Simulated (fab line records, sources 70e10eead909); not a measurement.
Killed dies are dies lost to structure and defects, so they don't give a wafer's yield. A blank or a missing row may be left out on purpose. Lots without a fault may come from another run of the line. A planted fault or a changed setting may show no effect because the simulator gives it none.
Which tool did it? | flow nand_harc | 12 lots, 36 wafers sampled, at 5 steps of a route of 1302

WHAT THE GAUGES READ, wafer by wafer
NHARC_A_CHANNEL_HOLE_D1_CD_MEAS_30.
lot  | measured     | on        | cd_nm (nm)
L075 | day 9 15:45  | cd_sem-02 | 88.9 90.5 88.3
L077 | day 10 19:47 | cd_sem-01 | 89.0 92.8 88.8
L079 | day 11 05:10 | cd_sem-01 | 89.2 92.7 92.7
L081 | day 11 22:22 | cd_sem-03 | 89.2 90.7 91.0
L083 | day 12 14:34 | cd_sem-02 | 91.0 90.1 90.3
L085 | day 13 13:07 | cd_sem-01 | 88.6 88.8 91.5
L087 | day 14 01:41 | cd_sem-03 | 87.7 90.4 91.0
L089 | day 15 06:25 | cd_sem-03 | 88.9 87.0 87.9
L091 | day 16 05:17 | cd_sem-02 | 87.8 90.1 88.9
L093 | day 17 01:22 | cd_sem-01 | 90.8 86.1 89.8
L095 | day 17 13:29 | cd_sem-02 | 85.9 89.0 88.4
L097 | day 18 14:13 | cd_sem-03 | 90.6 88.6 87.5

WHICH TOOL RAN EACH LOT (tool, then ch and the chambers of the sampled wafers, then the start)
lot  | NHARC_P_M2_ETCH_28                            | NHARC_P_BONDPAD_PVD_27                  | NHARC_A_ZERO_WELL_DESCUM_12        | NHARC_A_ZERO_WELL_ETCH_19
L075 | rie_diel-11 ch 0,1,2, day 7 10:23 or earlier  | pvd_sputter-02, day 7 10:23 or earlier  | rie_diel-12 ch 0,1,3, day 7 10:23  | rie_diel-12 ch 0,1,2, day 7 10:28
L077 | rie_diel-04 ch 0,2,3, day 8 01:38 or earlier  | pvd_sputter-03, day 8 01:38 or earlier  | rie_diel-12 ch 1,2, day 8 01:38    | rie_diel-12 ch 1,2, day 8 01:43
L079 | rie_diel-11 ch 1,2,3, day 9 00:38 or earlier  | pvd_sputter-01, day 9 00:38 or earlier  | rie_diel-12 ch 0,1, day 9 00:38    | rie_diel-12 ch 0,3, day 9 00:43
L081 | rie_diel-11 ch 0,1,2, day 9 16:08 or earlier  | pvd_sputter-01, day 9 16:08 or earlier  | rie_diel-12 ch 0,1,2, day 9 16:08  | rie_diel-12 ch 0,1,3, day 9 16:12
L083 | rie_diel-10 ch 0,2, day 10 14:53 or earlier   | pvd_sputter-02, day 10 14:53 or earlier | rie_diel-12 ch 1,3, day 10 14:53   | rie_diel-12 ch 1,2,3, day 10 14:58
L085 | rie_diel-10 ch 0,1,3, day 11 10:23 or earlier | pvd_sputter-01, day 11 10:23 or earlier | rie_diel-12 ch 0,2, day 11 10:23   | rie_diel-12 ch 1,2,3, day 11 10:28
L087 | rie_diel-10 ch 0,1,3, day 12 04:49 or earlier | pvd_sputter-01, day 12 04:49 or earlier | rie_diel-02 ch 0,2, day 12 04:49   | rie_diel-02 ch 0,1,3, day 12 04:54
L089 | rie_diel-04 ch 2,3, day 13 03:47 or earlier   | pvd_sputter-03, day 13 03:47 or earlier | rie_diel-12 ch 1,2, day 13 03:47   | rie_diel-12 ch 0,3, day 13 03:52
L091 | rie_diel-04 ch 0,3, day 14 03:00 or earlier   | pvd_sputter-01, day 14 03:00 or earlier | rie_diel-12 ch 0,1,3, day 14 03:00 | rie_diel-12 ch 0,2,3, day 14 03:05
L093 | rie_diel-10 ch 0,3, day 14 21:24 or earlier   | pvd_sputter-03, day 14 21:24 or earlier | rie_diel-02 ch 0,2,3, day 14 21:24 | rie_diel-02 ch 1,2, day 14 21:28
L095 | rie_diel-11 ch 0,2, day 15 07:38 or earlier   | pvd_sputter-03, day 15 07:38 or earlier | rie_diel-12 ch 0,1,2, day 15 07:38 | rie_diel-12 ch 1,2,3, day 15 07:43
L097 | rie_diel-10 ch 0,2,3, day 16 12:43 or earlier | pvd_sputter-02, day 16 12:43 or earlier | rie_diel-12 ch 0,1,2, day 16 12:43 | rie_diel-12 ch 0,1,3, day 16 12:47
- NHARC_P_M2_ETCH_28: etches the open film in CF4/N2, target depth 30 nm, time 72.99 s.
- NHARC_P_BONDPAD_PVD_27: deposits Cu, target thk 30 nm, time 20.49 s.
- NHARC_A_ZERO_WELL_DESCUM_12: chemistry O2, time 3 s.
- NHARC_A_ZERO_WELL_ETCH_19: etches the open film in N2/H2, target depth 80 nm, overetch 24 nm, time 87.88 s.

THE ANSWER, worked out from the rows above alone
Rule: what is usual is taken from the lots themselves. Put in order of their means at a reading, lots are off if they are a third of the lots or fewer, leave a main group of 4 or more, and stand apart from it by a gap of 3 or more times the standard deviation of the main group's means; of several such gaps the widest counts. A main group whose means are all the same, to the digits that the tables above print for the reading, isn't used. A lot without any number at a reading at which 4 lots or more have one is off too. The other lots that the step has rows for count as sound.
No lot is off at any reading shown: from this, nothing can be told.

WHAT THE SIMULATOR HAD PUT IN
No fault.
